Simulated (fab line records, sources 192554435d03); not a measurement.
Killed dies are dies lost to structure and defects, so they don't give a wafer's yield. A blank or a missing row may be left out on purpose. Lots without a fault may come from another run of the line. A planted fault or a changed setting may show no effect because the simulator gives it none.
Chamber matching | flow n5_finfet | N5_BEOL_M1_ALD_84 on ald_metal-04: 4 sister chambers
The step deposits TaN, pulse time 2 s, purge time 3 s, co reactant purge time 2 s. 16 wafers are shown with their chamber, then 8 later ones without.

WAFERS WITH THEIR CHAMBER
wafer  | chamber | heater_power_w (W) | chamber_pressure_Torr (Torr)
L074.1 | 2       | 402                | 2.994
L074.3 | 0       | 341                | 2.995
L074.5 | 3       | 378                | 2.995
L075.2 | 2       | 414                | 3.012
L075.3 | 3       | 380                | 3.008
L075.6 | 3       | 378                | 3.011
L077.2 | 2       | 397                | 3.001
L077.5 | 1       | 515                | 2.995
L077.6 | 2       | 418                | 3.013
L086.2 | 2       | 403                | 2.991
L086.3 | 0       | 338                | 2.995
L086.4 | 1       | 514                | 3.002
L088.1 | 3       | 380                | 3.005
L088.2 | 1       | 514                | 2.992
L088.4 | 0       | 340                | 3.012
L090.2 | 2       | 410                | 3.004

SIGNATURES (means of the wafers above)
reading               | chamber 0 | chamber 1 | chamber 2 | chamber 3 | scatter within a chamber
heater_power_w        | 339.67    | 514.33    | 407.33    | 379.00    | 5.23
chamber_pressure_Torr | 3.00067   | 2.99633   | 3.00250   | 3.00475   | 0.00816
Rule: a wafer's distance from a chamber is the root of the sum, over the readings, of the square of ((its reading less the chamber's mean) divided by the reading's scatter). The wafer belongs to the nearest chamber; if the next one is less than 2 further off, it can't be placed. The scatter: the root of (the sum of the squares of (reading less its chamber's mean) over the shown wafers, divided by (wafers less chambers)).

WAFERS WITHOUT THEIR CHAMBER
wafer  | heater_power_w (W) | chamber_pressure_Torr (Torr)
L090.3 | 340                | 3.013
L090.6 | 381                | 3.004
L092.1 | 506                | 2.994
L092.2 | 377                | 3.006
L092.6 | 419                | 2.996
L093.3 | 411                | 3.010
L093.4 | 373                | 3.011
L093.5 | 502                | 2.995

WHICH CHAMBER EACH WENT THROUGH
wafer  | from the rows above | in truth
L090.3 | 0                   | 0
L090.6 | 3                   | 3
L092.1 | 1                   | 1
L092.2 | 3                   | 3
L092.6 | 2                   | 2
L093.3 | 2                   | 2
L093.4 | 3                   | 3
L093.5 | 1                   | 1
Placed correctly: 8 of 8. Can't be placed from these rows: 0. Placed wrongly: 0.
